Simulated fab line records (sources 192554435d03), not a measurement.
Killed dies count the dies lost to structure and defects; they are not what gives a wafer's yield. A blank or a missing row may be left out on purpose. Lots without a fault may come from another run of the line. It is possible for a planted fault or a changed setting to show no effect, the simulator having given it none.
Which of the tools did it? :: flow n5-finfet :: Sampling: 12 lots, 36 wafers, 5 of 1938 route steps

== WHAT THE GAUGES READ, wafer by wafer ==
N5_BEOL_M4_INSPECT_13: inspects for defects (brightfield).
lot: L076
measured: day 7 15:54
on: defect-inspect-01
raw-defect-count: 331 388 430

lot: L077
measured: day 8 11:32
on: defect-inspect-01
raw-defect-count: 338 295 417

lot: L079
measured: day 8 18:01
on: defect-inspect-02
raw-defect-count: 425 449 388

lot: L081
measured: day 9 06:22
on: defect-inspect-02
raw-defect-count: 392 356 423

lot: L085
measured: day 9 23:10
on: defect-inspect-01
raw-defect-count: 506 482 391

lot: L084
measured: day 10 01:50
on: defect-inspect-02
raw-defect-count: 303 435 418

lot: L089
measured: day 11 11:46
on: defect-inspect-01
raw-defect-count: 543 357 343

lot: L088
measured: day 11 20:31
on: defect-inspect-02
raw-defect-count: 447 354 474

lot: L091
measured: day 11 22:19
on: defect-inspect-02
raw-defect-count: 256 505 415

lot: L092
measured: day 12 06:51
on: defect-inspect-01
raw-defect-count: 419 480 383

lot: L095
measured: day 13 00:16
on: defect-inspect-02
raw-defect-count: 471 398 613

lot: L097
measured: day 14 00:17
on: defect-inspect-02
raw-defect-count: 324 415 312

== TOOL THAT RAN EACH LOT (tool first, then ch and the chambers of the sampled wafers, then the start) ==
lot: L076
N5_BEOL_M3_SURFACE_TREAT_85: pvd-sputter-03, day 7 11:38
N5_BEOL_M3_ANNEAL_89: pvd-sputter-03, day 7 12:56
N5_BEOL_M3_SPUTTER_92: pvd-sputter-03, day 7 13:18
N5_BEOL_M3_CO_CAP_55: cvd-co-01 ch 0,1,2, day 7 14:36

lot: L077
N5_BEOL_M3_SURFACE_TREAT_85: pvd-sputter-02, day 8 06:00
N5_BEOL_M3_ANNEAL_89: pvd-sputter-01, day 8 07:25
N5_BEOL_M3_SPUTTER_92: pvd-sputter-01, day 8 07:46
N5_BEOL_M3_CO_CAP_55: cvd-co-01 ch 1,2, day 8 09:04

lot: L079
N5_BEOL_M3_SURFACE_TREAT_85: pvd-sputter-01, day 8 13:46
N5_BEOL_M3_ANNEAL_89: pvd-sputter-03, day 8 15:09
N5_BEOL_M3_SPUTTER_92: pvd-sputter-03, day 8 15:31
N5_BEOL_M3_CO_CAP_55: cvd-co-01 ch 0,1,2, day 8 16:53

lot: L081
N5_BEOL_M3_SURFACE_TREAT_85: pvd-sputter-03, day 9 02:19
N5_BEOL_M3_ANNEAL_89: pvd-sputter-01, day 9 03:34
N5_BEOL_M3_SPUTTER_92: pvd-sputter-01, day 9 03:55
N5_BEOL_M3_CO_CAP_55: cvd-co-01 ch 0,1,2, day 9 05:17

lot: L085
N5_BEOL_M3_SURFACE_TREAT_85: pvd-sputter-02, day 9 17:58
N5_BEOL_M3_ANNEAL_89: pvd-sputter-03, day 9 19:14
N5_BEOL_M3_SPUTTER_92: pvd-sputter-03, day 9 19:35
N5_BEOL_M3_CO_CAP_55: cvd-co-02 ch 0,1,2, day 9 20:54

lot: L084
N5_BEOL_M3_SURFACE_TREAT_85: pvd-sputter-02, day 9 21:17
N5_BEOL_M3_ANNEAL_89: pvd-sputter-01, day 9 22:32
N5_BEOL_M3_SPUTTER_92: pvd-sputter-01, day 9 22:53
N5_BEOL_M3_CO_CAP_55: cvd-co-01 ch 1,2, day 10 00:12

lot: L089
N5_BEOL_M3_SURFACE_TREAT_85: pvd-sputter-03, day 11 07:49
N5_BEOL_M3_ANNEAL_89: pvd-sputter-03, day 11 08:59
N5_BEOL_M3_SPUTTER_92: pvd-sputter-03, day 11 09:21
N5_BEOL_M3_CO_CAP_55: cvd-co-01 ch 0,1,2, day 11 10:40

lot: L088
N5_BEOL_M3_SURFACE_TREAT_85: pvd-sputter-02, day 11 14:17
N5_BEOL_M3_ANNEAL_89: pvd-sputter-03, day 11 15:42
N5_BEOL_M3_SPUTTER_92: pvd-sputter-03, day 11 16:04
N5_BEOL_M3_CO_CAP_55: cvd-co-02 ch 0,1,2, day 11 17:29

lot: L091
N5_BEOL_M3_SURFACE_TREAT_85: pvd-sputter-01, day 11 17:55
N5_BEOL_M3_ANNEAL_89: pvd-sputter-02, day 11 19:09
N5_BEOL_M3_SPUTTER_92: pvd-sputter-02, day 11 19:31
N5_BEOL_M3_CO_CAP_55: cvd-co-01 ch 1,2, day 11 20:49

lot: L092
N5_BEOL_M3_SURFACE_TREAT_85: pvd-sputter-02, day 12 00:47
N5_BEOL_M3_ANNEAL_89: pvd-sputter-01, day 12 02:24
N5_BEOL_M3_SPUTTER_92: pvd-sputter-01, day 12 02:46
N5_BEOL_M3_CO_CAP_55: cvd-co-01 ch 1,2, day 12 04:05

lot: L095
N5_BEOL_M3_SURFACE_TREAT_85: pvd-sputter-01, day 12 19:40
N5_BEOL_M3_ANNEAL_89: pvd-sputter-03, day 12 20:54
N5_BEOL_M3_SPUTTER_92: pvd-sputter-03, day 12 21:16
N5_BEOL_M3_CO_CAP_55: cvd-co-02 ch 0,1,2, day 12 22:34

lot: L097
N5_BEOL_M3_SURFACE_TREAT_85: pvd-sputter-01, day 13 20:13
N5_BEOL_M3_ANNEAL_89: pvd-sputter-01, day 13 21:24
N5_BEOL_M3_SPUTTER_92: pvd-sputter-01, day 13 21:46
N5_BEOL_M3_CO_CAP_55: cvd-co-02 ch 0,2, day 13 23:04
- N5_BEOL_M3_SURFACE_TREAT_85
- N5_BEOL_M3_ANNEAL_89: time 240 s.
- N5_BEOL_M3_SPUTTER_92: material Cu, target thk 4.5 nm, time 8.29 s.
- N5_BEOL_M3_CO_CAP_55: material Co, precursor CCTBA/H2, target thk 2 nm, time 102.1 s.

== THE ANSWER, worked out from the rows above alone ==
Rule: the lots themselves supply what counts as usual. Put in order of their means at a reading, lots are off if they are a third of the lots or fewer, leave a main group of 4 or more, and stand apart from it by a gap of 3 or more times the standard deviation of the main group's means; of several such gaps the widest counts. The tables above print the reading to a certain number of digits; a main group whose means all agree to those digits is not used. Also off: a lot with no number at a reading for which 4 or more lots have one. Where the step has rows for the other lots, those lots are counted as sound.
Across all readings shown, no lot is off: no conclusion can be drawn from this.

== WHAT WAS PUT IN BY THE SIMULATOR ==
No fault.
